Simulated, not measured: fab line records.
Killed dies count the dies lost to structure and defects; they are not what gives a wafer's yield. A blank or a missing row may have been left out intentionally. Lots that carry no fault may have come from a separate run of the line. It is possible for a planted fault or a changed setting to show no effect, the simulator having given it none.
A lot that was struck, set against a sound lot    flow n5Finfet    37 out of 1938 route steps
Sound: wafers L939.1, L939.5, L939.6. Wafers struck: L945.3, L945.5, L945.6. Last of all comes the cause.
Per side, at each step with rows, come the tool, then ch with its chambers, and then its first start. Under that, the readings that differ: sound wafers    struck wafers    difference of the means    sigmas: that difference in standard deviations of wafers without a fault.
alike: same words and numbers on both sides, and readings whose means sit less than 2 such deviations apart. not compared: any withheld reading, any reading some wafer has no value for, any bound like >300 that may hide the same value, and any number with overlapping values for which the record gives no deviation.
Wherever a step has rows on one side only, a row that says differs or no value, or a row with sigmas, the two part there. Non-overlapping numbers with no deviation appear without sigmas and do not part them. A reading missing from all wafers of one side parts the sides only when that side holds two or more wafers.

first, 9 steps without rows for these wafers: N5_WELL_APT_SOFTBAKE_20 (time 60 s); N5_WELL_APT_EXPOSE_22 (exposes mask PWELL, defocus 0 nm, target cd 200 nm); N5_WELL_APT_PEB_23 (peb time 90 s); N5_WELL_APT_DEVELOP_24 (develop time 45 s); N5_WELL_APT_HARDBAKE_29 (time 120 s); N5_WELL_APT_DESCUM_30 (chemistry O2, time 7.9 s); N5_WELL_APT_IMPLANT_31; N5_WELL_APT_IMPLANT_32; N5_WELL_APT_STRIP_33 (strips in SPM, time 900 s).
N5_WELL_APT_RTA_34: time 10 s.
  sound on rtpAnneal-01 ch 0, day 3 05:03; struck on rtpAnneal-01 ch 0, day 4 15:57
reading              sound                 struck                difference  sigmas
lampPowerPct (%)     13.08 13.09 12.94     11.40 11.43 11.46     -1.61       -28
lamp_zone_1_pct (%)  13.029 13.062 13.012  11.473 11.368 11.410  -1.617      -56
lamp_zone_2_pct (%)  13.022 13.057 12.934  11.417 11.371 11.451  -1.591      -61
lamp_zone_3_pct (%)  12.993 13.008 13.009  11.405 11.428 11.461  -1.572      -56
lamp_zone_4_pct (%)  12.970 12.962 13.017  11.390 11.398 11.445  -1.572      -63
lamp_zone_5_pct (%)  12.970 13.005 13.001  11.435 11.382 11.443  -1.572      -60
lamp_zone_6_pct (%)  12.898 12.870 12.934  11.344 11.306 11.350  -1.567      -54
lamp_zone_7_pct (%)  13.397 13.430 13.422  11.849 11.718 11.792  -1.630      -56
  alike: wafer_temp_C_max
then, 25 steps without rows for these wafers: N5_WELL_APT_OXIDE_STRIP_42 (strips SiO2 in dHF, time 45 s, target depth 12 nm); N5_WELL_APT_PRECLEAN_36 (cleans in O3/DIW, time 45 s); N5_WELL_APT_PRECLEAN_39 (cleans in dHF, time 60 s); N5_WELL_APT_SRD_37 (time 30 s); N5_WELL_APT_EPI_41 (deposits Si from SiH4/H2, target thk 50 nm, time 297.7 s); N5_PMOS_HMC_CHANNEL_EPI_HM_DEP_34 (deposits SiO2 from TEOS/O2, target thk 36 nm, time 6.9 s); N5_PMOS_HMC_CHANNEL_EPI_COAT_31 (time 60 s, resist thk 66 nm); N5_PMOS_HMC_CHANNEL_EPI_COAT_03 (resist thk 205 nm); N5_PMOS_HMC_CHANNEL_EPI_EBR_05; N5_PMOS_HMC_CHANNEL_EPI_SOFTBAKE_04 (time 60 s); N5_PMOS_HMC_CHANNEL_EPI_EXPOSE_06 (exposes mask PMOS HMC BLK, target cd 240 nm); N5_PMOS_HMC_CHANNEL_EPI_PEB_07 (peb time 60 s); N5_PMOS_HMC_CHANNEL_EPI_DEVELOP_08 (develop time 30 s); N5_PMOS_HMC_CHANNEL_EPI_DESCUM_14 (chemistry O2, time 7.9 s); N5_PMOS_HMC_CHANNEL_EPI_ETCH_32 (etches BARC in N2/H2, stops on SiO2, target depth 85.8 nm, time 50.3 s); N5_PMOS_HMC_CHANNEL_EPI_HM_OPEN_15 (chemistry CHF3/O2, target SiO2, target depth 40.6 nm, time 20.3 s); N5_PMOS_HMC_CHANNEL_EPI_STRIP_33 (strips in N2/H2); N5_PMOS_HMC_CHANNEL_EPI_STRIP_17 (strips in SPM, time 750 s); N5_PMOS_HMC_CHANNEL_EPI_ETCH_38 (etches SiO2 in CF4, target depth 1.5 nm); N5_PMOS_HMC_CHANNEL_EPI_FIN_RECESS_16 (chemistry HBr/Cl2, target Si, target depth 54 nm, time 18 s); N5_PMOS_HMC_CHANNEL_EPI_PRECLEAN_36 (cleans in O3/DIW, time 45 s); N5_PMOS_HMC_CHANNEL_EPI_PRECLEAN_18 (cleans in DHF, time 30 s); N5_PMOS_HMC_CHANNEL_EPI_SRD_19 (time 30 s); N5_PMOS_HMC_CHANNEL_EPI_EPI_20 (deposits SiGe30, target thk 59 nm); N5_PMOS_HMC_CHANNEL_EPI_HM_STRIP_35 (strips SiO2 in dHF, material SiO2, target depth 39.6 nm, time 216 s).
-- the record jumps here: 7 days lie between the struck wafers' starts before and after (it left off in module PMOS_HMC_CHANNEL_EPI and takes up again in module BEOL_M4, whose first step shown is number 1111 of the route) --
N5_BEOL_M4_RC_MEAS_101:
  sound on prober-02 ch 0, day 10 15:51; struck on prober-02 ch 0, day 11 13:53
reading              sound                       struck                      difference  sigmas
IOFF_N_LONG (nA/um)  5.69e-05 5.64e-05 5.56e-05  6.95e-05 6.82e-05 7.03e-05  +1.30e-05   +5
ION_P (uA/um)        490 479 472                 466 463 464                 -16         -2
  alike: DIBL_N, DIBL_P, IOFF_N, IOFF_P, ION_N, SS_N, SS_P, VT_N, VT_P
-- a jump in the record: the struck wafers' starts before and after are 4 days apart (it breaks off in module BEOL_M4 and resumes in module PASSIVATION, where the first step shown is number 1936 of the route) --
N5_PASSIVATION_PROBE_49:
  struck on prober-01, day 15 23:35; sound on prober-02, day 15 07:15
  alike: defectLimitedYield, killed_at_M0_to_M3, killed_at_M4_up, killedAtContacts, killedAtFrontEnd, killedAtOther, killedDies, killedOpen, killedShort, sort_bin_5_function, sort_bin_6_memory, sortNPass, sortYieldPct

WHERE THEY PART
Last at N5_BEOL_M4_RC_MEAS_101 as far as this record goes, first at N5_WELL_APT_RTA_34. Later steps at which nothing parts them and some readings are alike: N5_PASSIVATION_PROBE_49.

WHY: the cause the simulator had injected
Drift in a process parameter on rtpAnneal-01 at N5_WELL_APT_RTA_34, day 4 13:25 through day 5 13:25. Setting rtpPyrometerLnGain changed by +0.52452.
